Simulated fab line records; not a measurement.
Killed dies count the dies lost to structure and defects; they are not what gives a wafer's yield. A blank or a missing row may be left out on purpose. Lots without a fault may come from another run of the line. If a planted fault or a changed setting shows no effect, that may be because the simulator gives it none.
Matching of chambers || flow n5_finfet || 4 sister chambers for N5_MIM_TOP_ALD_00 on ald_hk-03
The step deposits Al2O3, purge time 3 s, co reactant pulse time 3 s. 8 wafers are shown with their chamber, then 7 later ones without.

WAFERS WITH THEIR CHAMBER
{"wafer": "L082.2", "chamber": 3, "precursor_pulse_height_rel": 1.015}
{"wafer": "L083.2", "chamber": 3, "precursor_pulse_height_rel": 1.015}
{"wafer": "L083.4", "chamber": 2, "precursor_pulse_height_rel": 1.028}
{"wafer": "L083.5", "chamber": 1, "precursor_pulse_height_rel": 0.985}
{"wafer": "L089.4", "chamber": 2, "precursor_pulse_height_rel": 1.022}
{"wafer": "L089.6", "chamber": 0, "precursor_pulse_height_rel": 1.033}
{"wafer": "L094.4", "chamber": 1, "precursor_pulse_height_rel": 0.993}
{"wafer": "L094.5", "chamber": 0, "precursor_pulse_height_rel": 0.997}

WAFERS MISSING THEIR CHAMBER
{"wafer": "L094.6", "precursor_pulse_height_rel": 0.995}
{"wafer": "L097.1", "precursor_pulse_height_rel": 0.995}
{"wafer": "L097.4", "precursor_pulse_height_rel": 1.021}
{"wafer": "L097.5", "precursor_pulse_height_rel": 1.007}
{"wafer": "L096.1", "precursor_pulse_height_rel": 0.994}
{"wafer": "L096.2", "precursor_pulse_height_rel": 0.986}
{"wafer": "L096.3", "precursor_pulse_height_rel": 0.979}

EACH ONE'S CHAMBER
{"wafer": "L094.6", "from the rows above": "can't be placed: 1 or 0 or 3 or 2", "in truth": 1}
{"wafer": "L097.1", "from the rows above": "can't be placed: 1 or 0 or 3 or 2", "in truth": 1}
{"wafer": "L097.4", "from the rows above": "can't be placed: 2 or 0 or 3", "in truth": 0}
{"wafer": "L097.5", "from the rows above": "can't be placed: 0 or 3 or 1 or 2", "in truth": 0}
{"wafer": "L096.1", "from the rows above": "can't be placed: 1 or 0 or 3 or 2", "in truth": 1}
{"wafer": "L096.2", "from the rows above": "can't be placed: 1 or 0 or 3", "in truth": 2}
{"wafer": "L096.3", "from the rows above": "can't be placed: 1 or 0 or 3", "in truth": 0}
Placed correctly: 0 of 7. Not placeable from these rows: 7 (in 6, the candidates include the true chamber). Placed wrongly: 0.
How it was worked out, from the rows above alone: a wafer's distance from a chamber is the root of the sum, over the readings, of the square of ((its reading less the chamber's mean) divided by the reading's scatter). The wafer belongs to the nearest chamber; if the next one is less than 2 further off, it can't be placed. Each chamber's mean is taken over the wafers shown for it. The scatter is the square root of a quotient: the sum, over the shown wafers, of each reading's squared deviation from its chamber's mean, divided by wafers minus chambers.
